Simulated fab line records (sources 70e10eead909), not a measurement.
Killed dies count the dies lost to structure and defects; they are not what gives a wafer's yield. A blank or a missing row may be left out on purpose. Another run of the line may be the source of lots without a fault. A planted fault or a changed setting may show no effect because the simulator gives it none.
A single fault, viewed from 2 desks / flow nand-harc / what lay behind the numbers comes last; until then each desk has only its own

== AT THE METROLOGY DESK ==
Lot by lot, what the gauges showed, no matter which tool ran the lot: averages of those sampled wafers that carry a number. Marked OUT: a lot whose mean sits more than 4 standard deviations from the usual mean, which makes it out of limits; the brackets give that distance.
Columns: A = cd-nm at NHARC_THIN_TSV_CD_MEAS_16, usual 1000.8 nm
lot=L466; first seen here=day 23 14:04; A=1000.8
lot=L468; first seen here=day 23 21:10; A=1003.3
lot=L467; first seen here=day 24 12:43; A=1000.9
lot=L469; first seen here=day 24 19:58; A=1002.8
lot=L474; first seen here=day 27 13:25; A=1002.6
lot=L476; first seen here=day 27 23:34; A=1000.6
lot=L478; first seen here=day 28 23:22; A=1002.6
lot=L480; first seen here=day 29 17:05; A=999.4
lot=L481; first seen here=day 29 21:04; A=999.9
lot=L482; first seen here=day 30 17:06; A=997.8
lot=L485; first seen here=day 31 19:58; A=1000.4
lot=L486; first seen here=day 32 22:55; A=1001.2
lot=L488; first seen here=day 33 03:05; A=999.7
lot=L487; first seen here=day 33 05:28; A=1001.9
Finding of this desk: none of the 14 lots has anything out of limits.

== THE TOOL OWNER'S DESK: rie-diel-12 ==
The tool's own readings at NHARC_A_STAIRCASE_HM_OPEN_463 (chemistry O2/COS): means of the sampled wafers that have a number, for each lot that ran on this tool. Marked OUT: a lot whose mean sits more than 4 standard deviations from the usual mean, which makes it out of limits; the brackets give that distance.
Columns: A = bias-w at NHARC_A_STAIRCASE_HM_OPEN_463, usual 300.0 W; B = drypump-motor-current-A at NHARC_A_STAIRCASE_HM_OPEN_463, usual 5.7 A; C = oes-product-au at NHARC_A_STAIRCASE_HM_OPEN_463, usual 0.999 a.u.; D = rf-vpp-V at NHARC_A_STAIRCASE_HM_OPEN_463, usual 466 V; E = showerhead-plenum-p-Torr at NHARC_A_STAIRCASE_HM_OPEN_463, usual 3.08 Torr; F = throttle-valve-pct at NHARC_A_STAIRCASE_HM_OPEN_463, usual 28.329 %
lot=L468; first seen here=day 17 08:41; A=300.4; B=5.6; C=1.002; D=465; E=3.00; F=28.324
lot=L467; first seen here=day 17 18:20; A=299.7; B=5.7; C=1.010; D=465; E=3.03; F=28.326
lot=L469; first seen here=day 18 00:59; A=300.0; B=5.8; C=1.003; D=466; E=3.07; F=28.328
lot=L474; first seen here=day 20 20:07; A=300.4; B=5.6; C=0.998; D=465; E=3.01; F=28.330
lot=L476; first seen here=day 21 10:50; A=299.2; B=6.0; C=0.989; D=468; E=3.18; F=28.328
lot=L478; first seen here=day 22 11:58; A=299.8; B=5.7; C=1.000; D=464; E=3.02; F=28.327
lot=L488; first seen here=day 26 11:04; A=300.8; B=5.8; C=0.995; D=467; E=3.09; F=28.334
Finding of this desk: none of the 7 lots has anything out of limits.

== TAKEN TOGETHER ==
The metrology desk saw nothing out of limits.
Nothing out of limits was seen by the tool owner's desk.

== WHAT THE SIMULATOR PUT IN ==
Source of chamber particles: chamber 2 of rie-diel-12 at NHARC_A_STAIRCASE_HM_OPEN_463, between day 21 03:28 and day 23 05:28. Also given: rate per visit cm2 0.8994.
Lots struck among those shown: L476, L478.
